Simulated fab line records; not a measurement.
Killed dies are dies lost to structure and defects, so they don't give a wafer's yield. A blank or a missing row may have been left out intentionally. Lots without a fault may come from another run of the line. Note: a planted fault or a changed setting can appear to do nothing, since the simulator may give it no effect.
Which of the tools did it? | flow n5_finfet | at 1 step of a route of 1938, 10 lots with 30 wafers sampled

== WHAT THE GAUGES SHOWED, per wafer ==
N5_BEOL_M4_RC_MEAS_101. Usual: DIBL_N 36.0 mV/V, standard deviation 1.3; DIBL_P 36.2 mV/V, standard deviation 1.7; IOFF_N 0.155 nA/um, standard deviation 0.024; IOFF_P 0.21 nA/um, standard deviation 0.034; ION_N 674 uA/um, standard deviation 9; ION_P 463 uA/um, standard deviation 7.1; SS_N 71.4 mV/dec, standard deviation 0.5; SS_P 73.4 mV/dec, standard deviation 0.57; VT_N 250.0 mV, standard deviation 2.8; VT_P -251 mV, standard deviation 3.2.
lot  | measured     | on        | DIBL_N (mV/V)  | DIBL_P (mV/V)  | IOFF_N (nA/um)    | IOFF_P (nA/um) | ION_N (uA/um) | ION_P (uA/um) | SS_N (mV/dec)  | SS_P (mV/dec)  | VT_N (mV)         | VT_P (mV)      | flag
L527 | day 11 18:32 | prober-01 | 36.0 36.1 35.8 | 37.6 37.5 36.5 | 0.164 0.170 0.153 | 0.23 0.24 0.21 | 681 684 684   | 467 474 473   | 71.3 71.3 71.1 | 73.5 72.8 73.8 | 247.5 249.1 250.3 | -249 -248 -250 |
L529 | day 12 01:49 | prober-02 | 33.4 37.6 34.8 | 33.2 38.7 34.7 | 0.119 0.184 0.129 | 0.16 0.24 0.19 | 674 687 670   | 468 469 466   | 70.7 71.9 71.7 | 72.5 74.5 72.3 | 250.9 246.6 250.3 | -252 -245 -252 |
L533 | day 12 17:15 | prober-02 | 37.5 38.5 37.3 | 39.4 40.3 38.6 | 0.196 0.211 0.194 | 0.24 0.26 0.23 | 679 686 689   | 463 470 464   | 72.0 72.0 71.0 | 74.1 74.4 74.2 | 245.8 245.1 244.4 | -251 -248 -250 |
L534 | day 13 01:10 | prober-01 | 35.9 33.2 36.0 | 37.4 34.1 37.1 | 0.173 0.126 0.177 | 0.21 0.17 0.22 | 678 670 688   | 460 463 471   | 71.4 70.8 71.2 | 73.1 72.8 73.1 | 248.6 253.2 248.4 | -249 -251 -249 |
L535 | day 13 07:53 | prober-01 | 32.6 34.1 34.0 | 33.0 34.6 34.4 | 0.126 0.147 0.142 | 0.17 0.19 0.19 | 665 671 668   | 462 461 451   | 70.7 71.9 71.4 | 72.7 73.3 73.1 | 251.9 247.8 248.8 | -253 -251 -250 |
L537 | day 13 22:28 | prober-01 | 34.8 34.8 34.4 | 35.8 36.5 35.5 | 0.141 0.150 0.139 | 0.19 0.21 0.19 | 666 667 662   | 463 464 457   | 72.3 72.2 71.7 | 73.6 72.3 73.4 | 248.4 252.6 248.3 | -253 -249 -251 |
L539 | day 14 07:26 | prober-02 | 38.0 36.2 36.5 | 38.0 36.0 35.8 | 0.180 0.142 0.143 | 0.24 0.20 0.20 | 680 664 667   | 466 459 463   | 71.8 71.0 71.7 | 73.8 73.3 73.8 | 249.6 249.0 253.3 | -252 -252 -252 |
L528 | day 15 11:17 | prober-02 | 36.1 36.3 34.5 | 37.0 37.2 35.2 | 0.162 0.155 0.132 | 0.20 0.20 0.18 | 674 663 660   | 458 451 453   | 71.9 71.7 71.2 | 73.4 72.9 73.7 | 249.5 251.1 252.5 | -251 -254 -254 |
L546 | day 15 11:43 | prober-01 | 35.7 34.8 34.3 | 34.9 34.3 34.5 | 0.135 0.120 0.121 | 0.20 0.19 0.19 | 676 668 664   | 464 464 464   | 70.9 71.0 70.4 | 73.0 72.4 72.5 | 251.9 255.6 253.3 | -251 -249 -250 |
L545 | day 15 22:30 | prober-01 | 34.6 33.5 33.9 | 34.0 33.6 33.6 | 0.126 0.124 0.121 | 0.16 0.16 0.16 | 657 658 655   | 447 453 453   | 70.6 71.5 71.5 | 73.1 72.0 73.2 | 257.1 253.6 253.1 | -257 -256 -256 |

== WHAT TOOL EACH LOT RAN ON (gives the tool, then ch and the chambers of the sampled wafers, and finally the start) ==
Before these readings, the record contains no process step.

== WHAT THE TOOLS THEMSELVES READ (means of the sampled wafers that have a number; where no wafer has one, the mark that the record gives instead) ==
The record holds no such reading with a usual standard deviation.

== THE ANSWER, worked out from the rows above alone ==
Rule: lot off if the mean of its wafers having a number is beyond 3 standard deviations from the usual mean. Also off: a lot with no number at a reading for which 4 or more lots have one. Any other lot the step has rows for is counted as sound. First the gauges in route order, then the tools' own readings, where a lot's mean is used as printed above. At the first step where some lot is off, the reading lying furthest off is the one used; lots without a number count as furthest.
None of the lots is off at any reading shown; this tells nothing.

== WHAT THE SIMULATOR PUT IN ==
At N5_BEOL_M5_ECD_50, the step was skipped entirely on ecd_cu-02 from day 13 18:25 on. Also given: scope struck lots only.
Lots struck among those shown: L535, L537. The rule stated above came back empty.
